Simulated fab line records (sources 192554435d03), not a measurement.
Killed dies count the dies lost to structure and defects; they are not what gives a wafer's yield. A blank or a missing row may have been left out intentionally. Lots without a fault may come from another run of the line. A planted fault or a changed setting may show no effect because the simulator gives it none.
Comparing a struck lot with a sound one + flow n5-finfet + 43 out of 1938 route steps
Sound: these wafers, L971.1, L971.2, L971.6. Wafers struck: L973.1, L973.2, L973.6. The cause is given at the end.
Per side, at each step with rows, come the tool, then ch with its chambers, and then its first start. Under that, the readings that differ: sound wafers + struck wafers + difference of the means + sigmas: that difference in standard deviations of wafers without a fault.
alike: readings with means less than 2 such deviations apart, plus words and numbers identical on both sides. not compared: withheld readings, readings lacking a value on some wafer, bounds such as >300 that could conceal the same value, and numbers that have no deviation in the record and whose values overlap.
A row with sigmas, a row that says differs or no value, or rows on one side alone: a step with any of these is where the two part. When numbers do not overlap yet have no deviation, they are printed without sigmas and do not part them. A reading that every wafer of one side lacks parts them only if that side has two wafers or more.

first, 4 steps without rows for these wafers: N5_MOL_CONTACT_COAG_PRE_CLEAN_121; N5_MOL_CONTACT_COAG_CVD_140 (deposits W, target thk 66.5 nm, time 215 s); N5_MOL_CONTACT_COAG_PRECLEAN_127 (cleans in DIW, time 57.5 s); N5_MOL_CONTACT_COAG_SRD_128 (dry time 32 s).
N5_MOL_CONTACT_COAG_CMP_52: polishes, stops on SiO2, t overpolish 1.5 s, target thk 66.5 nm.
  sound on cmp-02 ch 1,2, day 9 01:26; struck on cmp-04 ch 0,2,3, day 9 00:08
  alike: head-pressure-psi, motor-current-A, overpolish-run-s, time-to-endpoint-s
N5_MOL_CONTACT_COAG_THK_MEAS_53:
  struck on film-metro-02, day 9 00:23; sound on film-metro-02, day 9 01:44
  alike: VIA_MOL_THK
then, 1 step without rows for these wafers: N5_MOL_CONTACT_COAG_ANNEAL_112 (time 1800 s).
N5_MOL_CONTACT_COAG_INSPECT_97: inspects for defects (darkfield).
  struck on defect-inspect-01, day 9 04:40; sound on defect-inspect-01, day 9 07:40
  alike: raw-defect-count
N5_BEOL_M0_SAQP_PECVD_00: deposits SiCN from 3MS/NH3, target thk 8 nm, time 14 s.
  sound on pecvd-04 ch 0,1,2, day 9 08:00; struck on pecvd-02 ch 0,1,2, day 9 05:01
  alike: chamber-pressure-Torr, rf-fwd-power-W, showerhead-plenum-p-Torr, throttle-valve-pct
then, 2 steps without rows for these wafers: N5_BEOL_M0_SAQP_ILD_DEP_01 (deposits SiOC from DEMS/O2, target thk 45.419 nm, time 8.7 s); N5_BEOL_M0_SAQP_HM_DEP_02 (deposits TiN, target thk 12 nm).
N5_BEOL_M0_SAQP_PECVD_03: deposits SiCN from 3MS/NH3, target thk 12 nm, time 21.1 s.
  sound on pecvd-04 ch 1,2, day 9 08:29; struck on pecvd-02 ch 0,1,2, day 9 07:05
  no value came back on the struck wafers for chamber-pressure-Torr (Torr), rf-fwd-power-W (W), showerhead-plenum-p-Torr (Torr), throttle-valve-pct (%); on the sound wafers chamber-pressure-Torr (Torr) reads 3.008 2.997 3.010
N5_BEOL_M0_SAQP_PECVD_96: deposits a-Si from SiH4/He, target thk 45 nm, time 45.2 s.
  sound on pecvd-04 ch 1,2, day 9 08:31; struck on pecvd-02 ch 0,1,2, day 9 07:07
  alike: chamber-pressure-Torr, heater-power-outer-w, heater-power-w, showerhead-plenum-p-Torr, throttle-valve-pct
then, 2 steps without rows for these wafers: N5_BEOL_M0_SAQP_PECVD_97 (deposits SiNx from SiH4/NH3/N2, target thk 23 nm, time 19.9 s); N5_BEOL_M0_SAQP_PECVD_04 (deposits a-Si from SiH4/He, target thk 60 nm, time 60.2 s).
N5_BEOL_M0_SAQP_THK_MEAS_05:
  struck on film-metro-01, day 9 07:17; sound on film-metro-01, day 9 08:41
  alike: thk-nm
then, 9 steps without rows for these wafers: N5_BEOL_M0_SAQP_HM_DEP_111 (deposits SiO2 from SiH4/N2O, target thk 12 nm, time 7.2 s); N5_BEOL_M0_SAQP_COAT_81 (time 60 s, resist thk 100 nm); N5_BEOL_M0_SAQP_COAT_82 (time 60 s, resist thk 30 nm); N5_BEOL_M0_SAQP_COAT_08 (resist thk 90 nm); N5_BEOL_M0_SAQP_EBR_10; N5_BEOL_M0_SAQP_SOFTBAKE_09 (time 60 s); N5_BEOL_M0_SAQP_EXPOSE_11 (exposes mask M0 CORE, target cd 42 nm); N5_BEOL_M0_SAQP_PEB_12 (peb time 60 s); N5_BEOL_M0_SAQP_DEVELOP_13 (develop time 30 s).
N5_BEOL_M0_SAQP_CD_MEAS_14: target cd 42.5 nm.
  sound on cd-sem-02 ch 0, day 9 09:10; struck on cd-sem-01 ch 0, day 9 07:47
  alike: cd-nm
N5_BEOL_M0_SAQP_OVL_MEAS_15:
  sound on overlay-01 ch 0, day 9 09:12; struck on overlay-01 ch 0, day 9 07:49
  alike: M0_CORE_OVL
N5_BEOL_M0_SAQP_INSPECT_16: inspects for defects (brightfield).
  struck on defect-inspect-02, day 9 07:51; sound on defect-inspect-02, day 9 09:14
  alike: raw-defect-count
then, 1 step without rows for these wafers: N5_BEOL_M0_SAQP_DESCUM_19 (chemistry O2, time 7.9 s).
N5_BEOL_M0_SAQP_ETCH_83: etches SiARC in CF4, target depth 39 nm, time 65 s.
  sound on rie-diel-04 ch 0,2,3, day 9 09:17; struck on rie-diel-06 ch 0,2,3, day 9 08:02
  alike: chamber-pressure-mTorr, drypump-motor-current-A, etch-rf-on-time-s, mfc-ar-sccm, oes-product-au, rf-vpp-V, showerhead-plenum-p-Torr, throttle-valve-pct
  not compared: rf-hours-counter-h
then, 4 steps without rows for these wafers: N5_BEOL_M0_SAQP_ETCH_84 (etches SOC in N2/H2, target depth 100 nm, overetch 20 nm, time 150 s); N5_BEOL_M0_SAQP_STRIP_80 (strips in N2/H2); N5_BEOL_M0_SAQP_HM_OPEN_112 (chemistry CHF3/O2, target SiO2, stops on a-Si, target depth 12 nm, time 13.5 s); N5_BEOL_M0_SAQP_STRIP_113 (strips in CHF3/O2).
N5_BEOL_M0_SAQP_MANDREL_ETCH_20: etches a-Si in HBr/Cl2, stops on SiNx, target depth 60 nm, bt time 10 s, time 30 s.
  sound on rie-si-05 ch 1,2, day 9 09:32; struck on rie-si-04 ch 1,2,3, day 9 08:17
  alike: chamber-pressure-mTorr, drypump-motor-current-A, oes-product-au, throttle-valve-pct
  not compared: rf-hours-counter-h
then, 6 steps without rows for these wafers: N5_BEOL_M0_SAQP_STRIP_86 (strips in N2/H2); N5_BEOL_M0_SAQP_STRIP_115 (strips in post etch residue remover, time 60 s); N5_BEOL_M0_SAQP_SRD_93 (time 30 s); N5_BEOL_M0_SAQP_RECESS_114 (chemistry HF/NH3, target SiO2, target depth 14.4 nm, afs cycles 3, sublimation time 60 s); N5_BEOL_M0_SAQP_SPACER1_ALD_98 (deposits SiO2, target thk 12.8 nm, pulse time 1 s, purge time 2 s); N5_BEOL_M0_SAQP_SPACER1_ETCHBACK_99 (etches SiO2 in CHF3/O2, target depth 15.4 nm, time 7.7 s).
N5_BEOL_M0_SAQP_CD_MEAS_29: target cd 14.4 nm.
  sound on cd-sem-01 ch 0, day 9 12:46; struck on cd-sem-01 ch 0, day 9 11:37
| reading    | sound             | struck | difference                    | sigmas |
|------------|-------------------|--------|-------------------------------|--------|
| cd-nm (nm) | 14.99 14.91 15.41 | - - -  | no value on the struck wafers |        |
N5_BEOL_M4_RC_MEAS_101:
  the record has rows for the sound wafers here (prober-02 ch 0, day 15 05:37) and none for the struck ones

== WHERE THEY PART ==
Last at N5_BEOL_M4_RC_MEAS_101 as far as this record goes, first at N5_BEOL_M0_SAQP_PECVD_03.

WHY: what the simulator had put in
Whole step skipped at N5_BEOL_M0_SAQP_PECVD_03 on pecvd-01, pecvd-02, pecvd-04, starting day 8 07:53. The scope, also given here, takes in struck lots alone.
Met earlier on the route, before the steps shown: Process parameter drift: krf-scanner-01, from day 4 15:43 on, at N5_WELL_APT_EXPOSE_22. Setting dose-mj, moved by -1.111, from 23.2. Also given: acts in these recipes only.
